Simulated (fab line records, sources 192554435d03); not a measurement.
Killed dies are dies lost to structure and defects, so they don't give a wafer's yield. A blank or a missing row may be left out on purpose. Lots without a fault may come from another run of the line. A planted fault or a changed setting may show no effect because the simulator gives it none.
Chamber matching | flow n5_finfet | N5_FIN_SAQP_SPACER2_ETCHBACK_29 on rie_diel-02: 3 sister chambers
The step etches SiO2 in CHF3/O2, target depth 12.2 nm, time 6.1 s. 3 wafers are shown with their chamber, then 7 later ones without.

WAFERS WITH THEIR CHAMBER
wafer  | chamber | showerhead_plenum_p_Torr (Torr)
L082.2 | 0       | 2.31
L087.3 | 2       | 2.53
L087.4 | 1       | 2.45

WAFERS WITHOUT THEIR CHAMBER
wafer  | showerhead_plenum_p_Torr (Torr)
L087.5 | 2.53
L091.3 | 2.53
L091.5 | 2.44
L091.6 | 2.31
L094.3 | 2.52
L094.5 | 2.44
L094.6 | 2.30

WHICH CHAMBER EACH WENT THROUGH
wafer  | from the rows above | in truth
L087.5 | 2                   | 2
L091.3 | 2                   | 2
L091.5 | 1                   | 1
L091.6 | 0                   | 0
L094.3 | 2                   | 2
L094.5 | 1                   | 1
L094.6 | 0                   | 0
Placed correctly: 7 of 7. Can't be placed from these rows: 0. Placed wrongly: 0.
How it was worked out, from the rows above alone: a wafer's distance from a chamber is the root of the sum, over the readings, of the square of ((its reading less the chamber's mean) divided by the reading's scatter). The wafer belongs to the nearest chamber; if the next one is less than 2 further off, it can't be placed. A chamber's mean is the mean of its shown wafers. The scatter: with one shown wafer a chamber, the root of the mean of the squares of how far each hidden wafer lies from its nearest shown one.
